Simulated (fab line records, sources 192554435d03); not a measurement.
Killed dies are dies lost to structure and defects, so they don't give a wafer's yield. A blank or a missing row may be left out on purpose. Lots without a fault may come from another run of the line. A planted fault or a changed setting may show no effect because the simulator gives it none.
Split-lot experiment | flow n5_finfet | 7 lots, 21 wafers read, on a route of 1938 steps

THE SPLIT
At N5_MOL_CONTACT_COAG_COAT_77 (time 60 s, resist thk 10 nm), the setting spin_rpm was moved away from the recipe's 1500 rpm on 7 of the 21 wafers read, by -2.9% to +11.0%. The other wafers ran this setting at the recipe's value.

FROM THE SPLIT TO THE READING: what the file shows between them, 3 steps
- N5_MOL_CONTACT_COAG_COAT_78: resist thk 40 nm
- N5_MOL_CONTACT_COAG_EBR_80
- N5_MOL_CONTACT_COAG_DESCUM_88: chemistry O2, time 7 s

THE READING
etch.depth_nm (the simulator's own value, which no gauge read), in nm, at N5_MOL_CONTACT_COAG_ETCH_89 (etches underlayer in N2/H2, target depth 13 nm, time 10.4 s). The file gives no usual value for it. The 14 wafers here that ran the recipe average 10.014 nm, standard deviation 0.026 nm.

wafer  | tool, chamber at the split | spin_rpm as run, rpm | against the recipe | etch.depth_nm, nm | against lot-mates on the recipe
L077.1 | litho_track-04, 0          | 1665                 | +11.0%             | 9.472             | -0.480
L077.3 | litho_track-04, 0          | 1500                 | recipe             | 9.952             | -
L077.4 | litho_track-04, 0          | 1665                 | +11.0%             | 9.451             | -0.501
L081.3 | litho_track-01, 0          | 1614                 | +7.6%              | 9.682             | -0.358
L081.5 | litho_track-01, 0          | 1500                 | recipe             | 10.04             | -
L081.6 | litho_track-01, 0          | 1614                 | +7.6%              | 9.658             | -0.382
L088.1 | litho_track-01, 0          | 1500                 | recipe             | 10                | -
L088.3 | litho_track-01, 0          | 1553                 | +3.5%              | 9.849             | -0.166
L088.5 | litho_track-01, 0          | 1500                 | recipe             | 10.03             | -
L090.1 | litho_track-04, 0          | 1500                 | recipe             | 9.98              | -
L090.4 | litho_track-04, 0          | 1500                 | recipe             | 9.993             | -
L090.5 | litho_track-04, 0          | 1500                 | recipe             | 10.03             | -
L091.3 | litho_track-01, 0          | 1500                 | recipe             | 10.03             | -
L091.4 | litho_track-01, 0          | 1500                 | recipe             | 10.01             | -
L091.6 | litho_track-01, 0          | 1500                 | recipe             | 10.05             | -
L095.3 | litho_track-05, 0          | 1500                 | recipe             | 10.01             | -
L095.4 | litho_track-05, 0          | 1500                 | recipe             | 10.01             | -
L095.6 | litho_track-05, 0          | 1456                 | -2.9%              | 10.18             | +0.170
L096.1 | litho_track-01, 0          | 1500                 | recipe             | 10.01             | -
L096.4 | litho_track-01, 0          | 1500                 | recipe             | 10.05             | -
L096.5 | litho_track-01, 0          | 1554                 | +3.6%              | 9.876             | -0.154

THE FIT
A straight line over all 21 wafers: etch.depth_nm changes by -0.0489 nm for each +1% of spin_rpm; r = -0.99; the points scatter about the line by 0.027 nm.
The same after taking each lot's own level away (the mean of its wafers on the recipe; 21 wafers): -0.0463 nm for each +1%; r = -1.00; scatter 0.018 nm.
On that fit, the largest move of spin_rpm shifts the reading by 0.51 nm.
The lots' own levels span 9.9520 to 10.0400 nm, that is 3.3 times the standard deviation above.
So the lot-to-lot level changes the slope little: the two slopes agree.
Check: with one of the wafers moved furthest among these (+11.0%) left out of the fit, the line predicts -0.52 nm for it against its lot-mates. It came out at -0.48 nm against them.

OTHER SPLITS ON THESE WAFERS
These wafers also went through other splits before the reading. Each is held against what the fit with the lots' levels taken away leaves over:
other split on the same wafers        | wafers away from the commonest value | r with etch.depth_nm (lot level and that fit taken away)
N5_SD_ACTIVATION_LSA_01 temp_c        | 5                                    | -0.15
N5_HKMG_FIN_HK_ALD_01 ald_cycles      | 5                                    | -0.44
N5_HKMG_FIN_ALD_36 ald_cycles         | 8                                    | -0.34
N5_GATE_CUT_COAT_34 spin_rpm          | 4                                    | +0.04
N5_MOL_CONTACT_COAG_ALD_27 ald_cycles | 5                                    | +0.38

THE WHOLE CHAIN: every reading that the file lists as answering this split, in the file's order
step                        | what it does                                                | reading                                                                                        | change (the file's fit)                | r (the file's)
N5_MOL_CONTACT_COAG_COAT_77 | time 60 s, resist thk 10 nm                                 | underlayer_of_MOL_CONTACT_COAG_COAT_77.thk_nm (the simulator's own value, which no gauge read) | -0.0548 nm for each +1% of the setting | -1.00
N5_MOL_CONTACT_COAG_ETCH_89 | etches underlayer in N2/H2, target depth 13 nm, time 10.4 s | CAR-EUV_of_MOL_CONTACT_COAG_COAT_78.thk_nm (the simulator's own value, which no gauge read)    | +0.0619 nm for each +1% of the setting | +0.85
N5_MOL_CONTACT_COAG_ETCH_89 | etches underlayer in N2/H2, target depth 13 nm, time 10.4 s | etch.depth_nm (the simulator's own value, which no gauge read)                                 | -0.0462 nm for each +1% of the setting | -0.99

THE FILE'S OWN FIT
etch.depth_nm changes by -0.0462 nm for each +1% of spin_rpm, r = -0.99.
